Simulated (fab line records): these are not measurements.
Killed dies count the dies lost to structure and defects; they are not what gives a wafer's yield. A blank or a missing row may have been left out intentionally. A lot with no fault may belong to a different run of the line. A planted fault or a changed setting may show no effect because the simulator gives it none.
fab line records	flow nand_harc	part 1 of 2: steps 1 to 32 of 37
record: lots: 5	wafers: 15	last_day: 33
route steps=1302 shown A_STAIRCASE@749
lots with no fault: from the same line, run without faults
start_h: hours from the record's opening day to when the first of the lot's shown wafers began	wait_h: time in hours since the lot's previous step	" identical to the entry in the row above	L1.1+2: several wafers, shown together as one row	- value missing, or start not given	* or withheld: withheld	< > ~ a bound
route shown NAME@n: NAME is a module with steps in the file, n the number in the route of the first one	usual: mean/standard deviation of fault-free wafers	same: alike in all rows	chamber/n: place in a boat	sites: the reading at each site	_std_site: the standard deviation of these	_edge_site: outer sites' mean less inner sites'	radius_mm: for every site, how far away it sits from the centre of the wafer	mask NAME#n: copy n	behind: the tool/chamber that last shaped the wafer	hold: what put the lot on hold/how long, in hours/how the hold closed	device: transistor that didn't switch, given as n, p or np	end of line: tests run on the same wafers once the route is complete	where a step has no rows: the recipe by itself	killed: count of dies lost to structure and defects at first sort (not the wafer's yield)	map: a wafer's dies, marking killed ones x, the rest . and places with no die _
set.NAME: the setting the step ran with; set.NAME@STEP: the setting that earlier step ran with	model.NAME: the simulator's own value behind a step, which no gauge read
certain route steps with their lots: each step a table, each wafer a row
services: the hour from which a tool's chamber was out of use, counted from the record's first day as start_h (under 0 if before that day), plus the number of hours and why
== steps ==
step: NHARC_A_STAIRCASE_TRIM_235
recipe: time_s: 211.2	o2_flow_sccm: 500	ar_flow_sccm: 0	bias_w: 0	chemistry: O2
usual: drypump_motor_current_A: 5.6/0.31	oes_product_au: 1.001/0.0084	rf_vpp_V: 57.9/0.86	showerhead_plenum_p_Torr: 3.57/0.13	throttle_valve_pct: 17.036/0.0087
lot.wafer	tool	chamber	start_h	wait_h	drypump_motor_current_A	oes_product_au	rf_hours_counter_h	rf_vpp_V	showerhead_plenum_p_Torr	throttle_valve_pct
L080.2	rie_diel-08	0	-	-	5.3	0.997	15	59.7	3.73	17.041
L080.3	"	2	"	"	5.4	1.016	12	56.8	3.39	17.020
L080.6	"	0	"	"	5.3	1.017	-	56.7	3.73	17.035
L081.3	rie_diel-07	0	-	-	5.8	0.992	43	57.8	3.66	17.029
L081.5	"	3	"	"	6.0	0.995	-	57.9	3.59	17.018
L081.6	"	0	"	"	5.8	0.989	-	57.8	3.66	17.038
L089.4	rie_diel-04	2	-	-	5.8	0.999	41	56.8	3.73	17.043
L089.1	"	1	"	"	4.8	1.010	40	57.6	3.36	17.039
L089.6	"	3	"	"	5.3	1.004	-	58.9	3.61	17.048
L095.3	rie_diel-08	1	-	-	6.0	0.998	9	58.2	3.77	17.034
L095.4	"	2	"	"	5.5	1.010	7	56.4	3.36	17.024
L095.5	"	3	"	"	5.7	0.995	-	57.9	3.42	17.049
L097.3	rie_diel-08	3	-	-	5.7	0.999	12	60.1	3.42	17.030
L097.4	"	1	"	"	6.0	0.990	-	57.6	3.77	17.043
L097.6	"	2	"	"	5.5	1.001	-	57.4	3.36	17.036
step: NHARC_A_STAIRCASE_ETCH_236
recipe: target_depth_a: 1000	time_s: 40.5	ion_energy_ev: 400	c4f8_flow_sccm: 20	o2_flow_sccm: 10	ar_flow_sccm: withheld	rf_w: 600	bias_w: 1000	chemistry: C4F8/O2
usual: oes_product_au: 0.942/0.01	rf_fwd_power_W: 591.7/2.9	rf_vpp_V: 897/4.8
lot.wafer	tool	chamber	start_h	wait_h	oes_product_au	rf_fwd_power_W	rf_hours_counter_h	rf_vpp_V
L080.2	rie_diel-08	0	-	-	0.953	594.4	15	901
L080.3	"	2	"	"	0.957	590.8	12	891
L080.6	"	0	"	"	0.946	594.4	-	903
L081.3	rie_diel-07	3	-	-	0.940	590.7	51	897
L081.5	"	0	"	"	0.940	590.7	-	900
L081.6	"	1	"	"	0.946	595.1	-	894
L089.1	rie_diel-04	3	-	-	0.950	596.5	41	900
L089.4	"	1	"	"	0.966	591.7	40	889
L089.6	"	0	"	"	0.939	596.9	-	895
L095.4	rie_diel-08	2	-	-	0.937	594.2	7	889
L095.3	"	0	"	"	0.947	589.1	9	902
L095.5	"	2	"	"	0.935	593.0	-	890
L097.3	rie_diel-08	1	-	-	0.953	588.5	14	904
L097.4	"	3	"	"	0.943	594.9	-	892
L097.6	"	1	"	"	0.958	587.3	-	904
step: NHARC_A_STAIRCASE_STRIP_238
recipe: power_w: 1500	temp_c: 250	chemistry: O2
usual: drypump_motor_current_A: 5.47/0.3	heater_power_w: 340/17
lot.wafer	tool	chamber	start_h	wait_h	drypump_motor_current_A	heater_power_w	rf_hours_counter_h
L080.2	plasma_asher-01	1	418.10	0.1	5.08	342	14
L080.3	"	1	"	"	5.08	349	-
L080.6	"	0	"	"	5.35	348	-
L081.3	plasma_asher-01	1	433.05	0.2	5.11	346	-
L081.6	"	0	"	"	5.35	350	-
L081.5	"	1	"	"	5.09	342	-
L089.1	plasma_asher-02	0	499.99	0.1	5.78	326	14
L089.4	"	0	"	"	5.78	324	-
L089.6	"	1	"	"	5.83	343	-
L095.4	plasma_asher-02	0	574.93	0.2	5.77	315	-
L095.3	"	1	"	"	5.84	336	-
L095.5	"	1	"	"	5.83	336	-
L097.4	plasma_asher-01	1	593.23	0.2	5.14	334	-
L097.3	"	0	"	"	5.33	376	-
L097.6	"	1	"	"	5.14	333	-
step: NHARC_A_STAIRCASE_STRIP_239
recipe: time_s: 900	temp_c: 130	chemistry: SPM
lot.wafer	tool	chamber	start_h	wait_h
L080.3+6+2	wet_bench-06	1,3,5	418.45	0.2
L081.6+3+5	wet_bench-07	4,5,7	433.28	0.1
L089.4+1+6	wet_bench-06	3,5,7	500.31	0.2
L095.3+4+5	wet_bench-06	5,6,7	575.22	0.2
L097.6+4+3	wet_bench-07	0,1,5	593.48	0.1
step: NHARC_A_STAIRCASE_PRECLEAN_240
recipe: time_s: *	temp_c: 50	bath_age_min: 0	chemistry: SC1
lot.wafer	tool	chamber	start_h	wait_h
L080.3+6+2	wet_bench-06	1,3,5	-	-
L081.6+3+5	wet_bench-07	4,5,7	-	-
L089.4+1+6	wet_bench-06	3,5,7	-	-
L095.3+4+5	wet_bench-06	5,6,7	-	-
L097.6+4+3	wet_bench-07	0,1,5	-	-
step: NHARC_A_STAIRCASE_SRD_241
lot.wafer	tool	chamber	start_h	wait_h
L080.3+6+2	wet_bench-06	1,3,5	-	-
L081.6+3+5	wet_bench-07	4,5,7	-	-
L089.4+1+6	wet_bench-06	3,5,7	-	-
L095.3+4+5	wet_bench-06	5,6,7	-	-
L097.6+4+3	wet_bench-07	0,1,5	-	-
step: NHARC_A_STAIRCASE_DEHYDRATE_242
recipe: temp_c: 150	time_s: 120
usual: plate_temp_C: 149.99/0.15
lot.wafer	tool	chamber	start_h	wait_h	plate_temp_C
L080.2	litho_track-07	0	418.91	-	149.90
L080.3	"	0	"	"	150.05
L080.6	"	0	"	"	150.08
L081.3	litho_track-02	0	433.72	-	150.03
L081.5	"	0	"	"	150.08
L081.6	"	0	"	"	150.01
L089.1	litho_track-05	0	500.83	-	149.97
L089.4	"	0	"	"	149.92
L089.6	"	0	"	"	149.88
L095.3	litho_track-02	0	575.67	-	150.01
L095.4	"	0	"	"	149.82
L095.5	"	0	"	"	150.12
L097.3	litho_track-05	0	593.93	-	149.91
L097.4	"	0	"	"	149.79
L097.6	"	0	"	"	149.84
step: NHARC_A_STAIRCASE_HMDS_243
recipe: time_s: 30
lot.wafer	tool	chamber	start_h	wait_h
L080.2+3+6	litho_track-07	0	-	-
L081.3+5+6	litho_track-02	0	-	-
L089.1+4+6	litho_track-05	0	-	-
L095.3+4+5	litho_track-02	0	-	-
L097.3+4+6	litho_track-05	0	-	-
step: NHARC_A_STAIRCASE_COAT_244
recipe: spin_rpm: 1200
lot.wafer	tool	chamber	start_h	wait_h
L080.2+3+6	litho_track-07	0	-	-
L081.3+5+6	litho_track-02	0	-	-
L089.1+4+6	litho_track-05	0	-	-
L095.3+4+5	litho_track-02	0	-	-
L097.3+4+6	litho_track-05	0	-	-
step: NHARC_A_STAIRCASE_SOFTBAKE_245
recipe: temp_c: 135	time_s: 170
usual: plate_temp_C: 134.98/0.15
lot.wafer	tool	chamber	start_h	wait_h	plate_temp_C
L080.2	litho_track-07	0	-	-	134.76
L080.3	"	0	"	"	134.93
L080.6	"	0	"	"	134.89
L081.3	litho_track-02	0	-	-	134.84
L081.5	"	0	"	"	135.03
L081.6	"	0	"	"	135.17
L089.1	litho_track-05	0	-	-	135.00
L089.4	"	0	"	"	135.07
L089.6	"	0	"	"	135.04
L095.3	litho_track-02	0	-	-	135.08
L095.4	"	0	"	"	135.07
L095.5	"	0	"	"	135.13
L097.3	litho_track-05	0	-	-	134.88
L097.4	"	0	"	"	134.97
L097.6	"	0	"	"	134.82
step: NHARC_A_STAIRCASE_EBR_246
lot.wafer	tool	chamber	start_h	wait_h
L080.2+3+6	litho_track-07	0	-	-
L081.3+5+6	litho_track-02	0	-	-
L089.1+4+6	litho_track-05	0	-	-
L095.3+4+5	litho_track-02	0	-	-
L097.3+4+6	litho_track-05	0	-	-
step: NHARC_A_STAIRCASE_EXPOSE_247
recipe: na: 0.5	dose_mj: 25.34	mask_id: SDS_1
lot.wafer	tool	chamber	start_h	wait_h	mask
L080.2+3+6	krf_scanner-02	0	419.12	-	SDS_1#0
L081.3+5+6	krf_scanner-03	0	434.06	-	SDS_1#0
L089.1+4+6	krf_scanner-04	0	501.04	-	SDS_1#0
L095.3+4+5	krf_scanner-04	0	576.01	-	SDS_1#0
L097.3+4+6	krf_scanner-02	0	594.28	-	SDS_1#0
step: NHARC_A_STAIRCASE_PEB_248
recipe: peb_temp_c: 115	peb_time_s: 130
usual: plate_temp_C: 115.02/0.13
lot.wafer	tool	chamber	start_h	wait_h	plate_temp_C
L080.2	litho_track-02	0	419.18	0.1	115.20
L080.3	"	0	"	"	115.24
L080.6	"	0	"	"	115.08
L081.3	litho_track-02	0	434.12	0.1	115.06
L081.5	"	0	"	"	115.13
L081.6	"	0	"	"	115.09
L089.1	litho_track-07	0	501.11	0.1	115.05
L089.4	"	0	"	"	115.07
L089.6	"	0	"	"	115.06
L095.3	litho_track-02	0	576.07	0.1	114.93
L095.4	"	0	"	"	115.05
L095.5	"	0	"	"	115.15
L097.3	litho_track-05	0	594.33	0.1	114.79
L097.4	"	0	"	"	115.14
L097.6	"	0	"	"	114.82
step: NHARC_A_STAIRCASE_DEVELOP_249
recipe: time_s: 140
lot.wafer	tool	chamber	start_h	wait_h
L080.2+3+6	litho_track-02	0	-	-
L081.3+5+6	litho_track-02	0	-	-
L089.1+4+6	litho_track-07	0	-	-
L095.3+4+5	litho_track-02	0	-	-
L097.3+4+6	litho_track-05	0	-	-
step: NHARC_A_STAIRCASE_HARDBAKE_251
recipe: temp_c: 120	time_s: 140
lot.wafer	tool	chamber	start_h	wait_h
L080.2+3+6	litho_track-05	0	419.41	-
L081.3+5+6	litho_track-07	0	434.35	-
L089.1+4+6	litho_track-02	0	501.33	-
L095.3+4+5	litho_track-07	0	576.29	-
L097.3+4+6	litho_track-02	0	594.56	-
step: NHARC_A_STAIRCASE_DESCUM_252
recipe: time_s: 3	o2_flow_sccm: 200	ar_flow_sccm: 0	bias_power_w: 0	chemistry: O2
usual: drypump_motor_current_A: 5.6/0.34	oes_product_au: 1.000/0.0076	rf_vpp_V: 58.0/0.94	showerhead_plenum_p_Torr: 1.93/0.078	throttle_valve_pct: 11.310/0.0083
lot.wafer	tool	chamber	start_h	wait_h	drypump_motor_current_A	oes_product_au	rf_hours_counter_h	rf_vpp_V	showerhead_plenum_p_Torr	throttle_valve_pct
L080.3	rie_diel-08	0	419.51	-	5.3	1.027	16	58.4	2.03	11.303
L080.2	"	2	"	"	5.5	1.010	12	58.9	1.83	11.315
L080.6	"	3	"	"	5.7	1.002	-	56.0	1.87	11.310
L081.3	rie_diel-04	0	434.45	-	5.8	0.997	22	57.1	1.91	11.319
L081.6	"	3	"	"	5.3	0.997	-	59.9	1.97	11.315
L081.5	"	0	"	"	5.8	0.995	-	56.9	1.91	11.311
L089.4	rie_diel-07	2	501.42	-	5.6	0.995	8	58.6	1.89	11.316
L089.1	"	3	"	"	6.0	1.007	6	57.4	1.94	11.306
L089.6	"	3	"	"	6.0	0.997	-	58.2	1.94	11.323
L095.3	rie_diel-04	0	576.37	-	5.8	1.001	15	58.8	1.90	11.299
L095.4	"	3	"	"	5.3	1.001	10	58.2	1.96	11.296
L095.5	"	1	"	"	4.8	1.006	-	58.8	1.81	11.309
L097.3	rie_diel-07	2	594.64	-	5.6	1.006	35	59.0	1.88	11.307
L097.4	"	0	"	"	5.8	1.000	42	58.2	1.97	11.306
L097.6	"	2	"	"	5.6	1.000	-	59.0	1.88	11.323
step: NHARC_A_STAIRCASE_ETCH_253
recipe: target_depth_a: 500	time_s: 20.2	ion_energy_ev: 400	c4f8_flow_sccm: 20	o2_flow_sccm: 10	ar_flow_sccm: withheld	rf_w: 600	bias_w: 1000	chemistry: C4F8/O2
usual: oes_product_au: 0.957/0.017	rf_fwd_power_W: 588/3.6	rf_vpp_V: 897/4.9
lot.wafer	tool	chamber	start_h	wait_h	oes_product_au	rf_fwd_power_W	rf_hours_counter_h	rf_vpp_V
L080.3	rie_diel-08	1	419.59	0.1	0.969	585	15	905
L080.2	"	0	"	"	0.970	584	16	903
L080.6	"	2	"	"	0.975	589	-	891
L081.3	rie_diel-04	1	434.53	0.1	0.987	583	20	890
L081.5	"	3	"	"	0.966	593	-	899
L081.6	"	0	"	"	0.948	586	-	895
L089.1	rie_diel-07	0	501.51	0.1	0.957	586	8	900
L089.4	"	2	"	"	0.944	587	8	896
L089.6	"	3	"	"	0.941	585	-	898
L095.3	rie_diel-04	2	576.46	0.1	0.973	584	13	902
L095.4	"	3	"	"	0.980	592	10	898
L095.5	"	2	"	"	0.965	582	-	903
L097.4	rie_diel-07	2	594.73	0.1	0.962	589	35	894
L097.3	"	1	"	"	0.964	590	40	893
L097.6	"	3	"	"	0.966	587	-	898
step: NHARC_A_STAIRCASE_STRIP_254
recipe: power_w: 1500	temp_c: 250	chemistry: O2
usual: drypump_motor_current_A: 5.5/0.3	heater_power_w: 340/18
lot.wafer	tool	chamber	start_h	wait_h	drypump_motor_current_A	heater_power_w	rf_hours_counter_h
L080.2	plasma_asher-01	1	419.67	-	5.1	349	15
L080.3	"	0	"	"	5.3	355	-
L080.6	"	1	"	"	5.1	345	-
L081.3	plasma_asher-01	1	435.00	-	5.1	339	-
L081.5	"	1	"	"	5.1	352	-
L081.6	"	0	"	"	5.3	344	-
L089.1	plasma_asher-01	0	501.64	-	5.3	353	33
L089.4	"	1	"	"	5.1	340	-
L089.6	"	1	"	"	5.1	341	-
L095.3	plasma_asher-02	0	576.64	-	5.8	318	-
L095.4	"	1	"	"	5.8	335	-
L095.5	"	1	"	"	5.8	327	-
L097.4	plasma_asher-01	1	594.91	-	5.1	340	-
L097.3	"	0	"	"	5.4	365	-
L097.6	"	1	"	"	5.1	334	-
step: NHARC_A_STAIRCASE_STRIP_255
recipe: time_s: 900	temp_c: 130	chemistry: SPM
lot.wafer	tool	chamber	start_h	wait_h
L080.6+2+3	wet_bench-07	3,4,6	420.03	0.1
L081.5+3+6	wet_bench-07	4,5,7	435.26	0.1
L089.1+6+4	wet_bench-07	4,7,0	501.94	0.3
L095.5+4+3	wet_bench-06	1,2,4	576.90	0.1
L097.3+4+6	wet_bench-07	4,6,7	595.16	0.2
step: NHARC_A_STAIRCASE_PRECLEAN_256
recipe: time_s: *	temp_c: 50	bath_age_min: 0	chemistry: SC1
lot.wafer	tool	chamber	start_h	wait_h
L080.6+2+3	wet_bench-07	3,4,6	-	-
L081.5+3+6	wet_bench-07	4,5,7	-	-
L089.1+6+4	wet_bench-07	4,7,0	-	-
L095.5+4+3	wet_bench-06	1,2,4	-	-
L097.3+4+6	wet_bench-07	4,6,7	-	-
step: NHARC_A_STAIRCASE_SRD_257
lot.wafer	tool	chamber	start_h	wait_h
L080.6+2+3	wet_bench-07	3,4,6	-	-
L081.5+3+6	wet_bench-07	4,5,7	-	-
L089.1+6+4	wet_bench-07	4,7,0	-	-
L095.5+4+3	wet_bench-06	1,2,4	-	-
L097.3+4+6	wet_bench-07	4,6,7	-	-
step: NHARC_A_STAIRCASE_HM_DEP_456
recipe: target_thk_a: 31000	temp_c: 400	material: aC
usual: throttle_valve_pct: 35.000/0.0099
lot.wafer	tool	chamber	start_h	wait_h	throttle_valve_pct
L080.2	acl_dep-03	0	420.79	-	34.998
L080.3	"	0	"	"	35.006
L080.6	"	0	"	"	34.998
L081.3	acl_dep-03	0	438.17	-	34.994
L081.5	"	0	"	"	35.013
L081.6	"	0	"	"	34.983
L089.1	acl_dep-03	0	504.31	-	35.006
L089.4	"	0	"	"	35.001
L089.6	"	0	"	"	34.991
L095.3	acl_dep-01	0	581.07	-	35.009
L095.4	"	0	"	"	34.989
L095.5	"	0	"	"	34.989
L097.3	acl_dep-03	0	598.16	-	35.013
L097.4	"	0	"	"	34.985
L097.6	"	0	"	"	34.999
step: NHARC_A_STAIRCASE_DEP_259
recipe: target_thk_a: 300	target_thk_nm: 30	temp_c: 400	pressure_torr: 3.5	flow_sccm: 200	rf_w: 350	material: SiON
usual: heater_power_w: 719/71	rf_fwd_power_W: 348.5/1.3
lot.wafer	tool	chamber	start_h	wait_h	heater_power_w	rf_fwd_power_W
L080.2	pecvd-03	1	422.35	1.2	729	347.9
L080.3	"	0	"	"	842	348.4
L080.6	"	1	"	"	718	348.4
L081.3	pecvd-01	2	439.41	0.9	716	348.0
L081.5	"	2	"	"	723	348.0
L081.6	"	1	"	"	615	349.1
L089.1	pecvd-02	1	506.21	1.6	785	351.1
L089.4	"	1	"	"	795	351.6
L089.6	"	2	"	"	730	346.9
L095.3	pecvd-02	1	582.31	0.9	708	349.4
L095.4	"	2	"	"	698	345.9
L095.5	"	0	"	"	699	350.4
L097.3	pecvd-03	0	599.42	1.0	823	347.2
L097.6	"	1	"	"	716	349.1
L097.4	"	2	"	"	764	349.1
step: NHARC_A_STAIRCASE_DEHYDRATE_260
recipe: temp_c: 150	time_s: 120
usual: plate_temp_C: 149.98/0.15
lot.wafer	tool	chamber	start_h	wait_h	plate_temp_C
L080.2	litho_track-02	0	422.62	0.2	149.90
L080.3	"	0	"	"	150.01
L080.6	"	0	"	"	150.07
L081.3	litho_track-05	0	439.68	0.2	150.06
L081.5	"	0	"	"	149.86
L081.6	"	0	"	"	149.84
L089.1	litho_track-02	0	506.45	0.2	149.79
L089.4	"	0	"	"	150.02
L089.6	"	0	"	"	149.99
L095.3	litho_track-07	0	582.61	0.3	149.76
L095.4	"	0	"	"	149.88
L095.5	"	0	"	"	150.31
L097.3	litho_track-05	0	599.70	0.2	149.97
L097.4	"	0	"	"	149.84
L097.6	"	0	"	"	149.89
step: NHARC_A_STAIRCASE_HMDS_261
recipe: time_s: 30
lot.wafer	tool	chamber	start_h	wait_h
L080.2+3+6	litho_track-02	0	-	-
L081.3+5+6	litho_track-05	0	-	-
L089.1+4+6	litho_track-02	0	-	-
L095.3+4+5	litho_track-07	0	-	-
L097.3+4+6	litho_track-05	0	-	-
step: NHARC_A_STAIRCASE_COAT_262
recipe: spin_rpm: 1200
lot.wafer	tool	chamber	start_h	wait_h
L080.2+3+6	litho_track-02	0	-	-
L081.3+5+6	litho_track-05	0	-	-
L089.1+4+6	litho_track-02	0	-	-
L095.3+4+5	litho_track-07	0	-	-
L097.3+4+6	litho_track-05	0	-	-
step: NHARC_A_STAIRCASE_SOFTBAKE_263
recipe: temp_c: 135	time_s: 170
usual: plate_temp_C: 135.01/0.13
lot.wafer	tool	chamber	start_h	wait_h	plate_temp_C
L080.2	litho_track-02	0	-	-	135.03
L080.3	"	0	"	"	135.20
L080.6	"	0	"	"	134.95
L081.3	litho_track-05	0	-	-	135.13
L081.5	"	0	"	"	135.17
L081.6	"	0	"	"	135.04
L089.1	litho_track-02	0	-	-	135.01
L089.4	"	0	"	"	134.90
L089.6	"	0	"	"	134.95
L095.3	litho_track-07	0	-	-	134.87
L095.4	"	0	"	"	135.07
L095.5	"	0	"	"	135.05
L097.3	litho_track-05	0	-	-	135.08
L097.4	"	0	"	"	134.95
L097.6	"	0	"	"	134.99
step: NHARC_A_STAIRCASE_EBR_264
lot.wafer	tool	chamber	start_h	wait_h
L080.2+3+6	litho_track-02	0	-	-
L081.3+5+6	litho_track-05	0	-	-
L089.1+4+6	litho_track-02	0	-	-
L095.3+4+5	litho_track-07	0	-	-
L097.3+4+6	litho_track-05	0	-	-
step: NHARC_A_STAIRCASE_EXPOSE_265
recipe: na: 0.5	dose_mj: 25.01	mask_id: CHOP_200
lot.wafer	tool	chamber	start_h	wait_h	mask
L080.2+3+6	krf_scanner-02	0	422.83	-	CHOP_200#0
L081.3+5+6	krf_scanner-04	0	440.02	-	CHOP_200#0
L089.1+4+6	krf_scanner-03	0	506.79	-	CHOP_200#0
L095.3+4+5	krf_scanner-03	0	582.95	-	CHOP_200#0
L097.3+4+6	krf_scanner-04	0	600.04	-	CHOP_200#0
step: NHARC_A_STAIRCASE_PEB_266
recipe: peb_temp_c: 115	peb_time_s: 130
usual: plate_temp_C: 115.00/0.13
lot.wafer	tool	chamber	start_h	wait_h	plate_temp_C
L080.2	litho_track-07	0	422.89	0.1	114.91
L080.3	"	0	"	"	115.21
L080.6	"	0	"	"	115.01
L081.3	litho_track-07	0	440.09	0.1	115.16
L081.5	"	0	"	"	115.03
L081.6	"	0	"	"	115.03
L089.1	litho_track-02	0	506.85	0.1	115.06
L089.4	"	0	"	"	114.84
L089.6	"	0	"	"	115.02
L095.3	litho_track-05	0	583.01	0.1	114.82
L095.4	"	0	"	"	115.03
L095.5	"	0	"	"	114.98
L097.3	litho_track-02	0	600.10	0.1	114.99
L097.4	"	0	"	"	114.90
L097.6	"	0	"	"	114.95
step: NHARC_A_STAIRCASE_DEVELOP_267
recipe: time_s: 140
lot.wafer	tool	chamber	start_h	wait_h
L080.2+3+6	litho_track-07	0	-	-
L081.3+5+6	litho_track-07	0	-	-
L089.1+4+6	litho_track-02	0	-	-
L095.3+4+5	litho_track-05	0	-	-
L097.3+4+6	litho_track-02	0	-	-
step: NHARC_A_STAIRCASE_HARDBAKE_269
recipe: temp_c: 120	time_s: 140
lot.wafer	tool	chamber	start_h	wait_h
L080.2+3+6	litho_track-05	0	423.11	-
L081.3+5+6	litho_track-05	0	440.31	-
L089.1+4+6	litho_track-02	0	507.07	-
L095.3+4+5	litho_track-05	0	583.24	-
L097.3+4+6	litho_track-07	0	600.33	-
